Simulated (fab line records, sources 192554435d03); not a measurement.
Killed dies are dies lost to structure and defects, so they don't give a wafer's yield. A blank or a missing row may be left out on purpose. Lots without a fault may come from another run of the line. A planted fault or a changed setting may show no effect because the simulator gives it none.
Chamber matching | flow n5_finfet | N5_HKMG_FIN_ETCH_35 on rie_diel-03: 4 sister chambers
The step etches SOC in N2/H2, target depth 215.8 nm, time 243.4 s. 4 wafers are shown with their chamber, then 9 later ones without.

WAFERS WITH THEIR CHAMBER
wafer  | chamber | throttle_valve_pct (%)
L080.2 | 0       | 17.91
L080.6 | 3       | 17.36
L084.1 | 1       | 17.96
L084.6 | 2       | 17.80

WAFERS WITHOUT THEIR CHAMBER
wafer  | throttle_valve_pct (%)
L085.1 | 17.96
L085.2 | 17.80
L085.6 | 17.80
L087.1 | 17.41
L087.3 | 17.80
L087.5 | 17.96
L094.2 | 17.83
L094.5 | 17.80
L094.6 | 17.99

WHICH CHAMBER EACH WENT THROUGH
wafer  | from the rows above | in truth
L085.1 | 1                   | 1
L085.2 | 2                   | 2
L085.6 | 2                   | 2
L087.1 | 3                   | 3
L087.3 | 2                   | 2
L087.5 | 1                   | 1
L094.2 | 2                   | 2
L094.5 | 2                   | 2
L094.6 | 1                   | 1
Placed correctly: 9 of 9. Can't be placed from these rows: 0. Placed wrongly: 0.
How it was worked out, from the rows above alone: a wafer's distance from a chamber is the root of the sum, over the readings, of the square of ((its reading less the chamber's mean) divided by the reading's scatter). The wafer belongs to the nearest chamber; if the next one is less than 2 further off, it can't be placed. A chamber's mean is the mean of its shown wafers. The scatter: with one shown wafer a chamber, the root of the mean of the squares of how far each hidden wafer lies from its nearest shown one.
